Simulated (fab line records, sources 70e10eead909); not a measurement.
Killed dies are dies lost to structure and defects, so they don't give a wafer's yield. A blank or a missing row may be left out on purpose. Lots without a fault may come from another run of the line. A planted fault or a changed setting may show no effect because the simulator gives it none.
Chamber matching | flow nand_harc | NHARC_A_CHANNEL_HOLE_D2_DESCUM_15 on rie_diel-10: 4 sister chambers
The step chemistry O2, time 3 s. 4 wafers are shown with their chamber, then 12 later ones without.

WAFERS WITH THEIR CHAMBER
wafer  | chamber | showerhead_plenum_p_Torr (Torr)
L089.4 | 2       | 1.87
L090.6 | 0       | 2.01
L090.4 | 3       | 1.92
L090.5 | 1       | 1.87

WAFERS WITHOUT THEIR CHAMBER
wafer  | showerhead_plenum_p_Torr (Torr)
L094.2 | 2.00
L094.3 | 1.87
L094.5 | 1.87
L095.3 | 1.92
L095.4 | 1.87
L095.5 | 1.92
L096.1 | 2.00
L096.4 | 1.87
L096.6 | 2.00
L096.2 | 1.87
L096.3 | 1.92
L096.5 | 1.87

WHICH CHAMBER EACH WENT THROUGH
wafer  | from the rows above     | in truth
L094.2 | 0                       | 0
L094.3 | can't be placed: 1 or 2 | 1
L094.5 | can't be placed: 1 or 2 | 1
L095.3 | 3                       | 3
L095.4 | can't be placed: 1 or 2 | 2
L095.5 | 3                       | 3
L096.1 | 0                       | 0
L096.4 | can't be placed: 1 or 2 | 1
L096.6 | 0                       | 0
L096.2 | can't be placed: 1 or 2 | 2
L096.3 | 3                       | 3
L096.5 | can't be placed: 1 or 2 | 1
Placed correctly: 6 of 12. Can't be placed from these rows: 6 (the true chamber is among the candidates in 6). Placed wrongly: 0.
How it was worked out, from the rows above alone: a wafer's distance from a chamber is the root of the sum, over the readings, of the square of ((its reading less the chamber's mean) divided by the reading's scatter). The wafer belongs to the nearest chamber; if the next one is less than 2 further off, it can't be placed. A chamber's mean is the mean of its shown wafers. The scatter: with one shown wafer a chamber, the root of the mean of the squares of how far each hidden wafer lies from its nearest shown one.
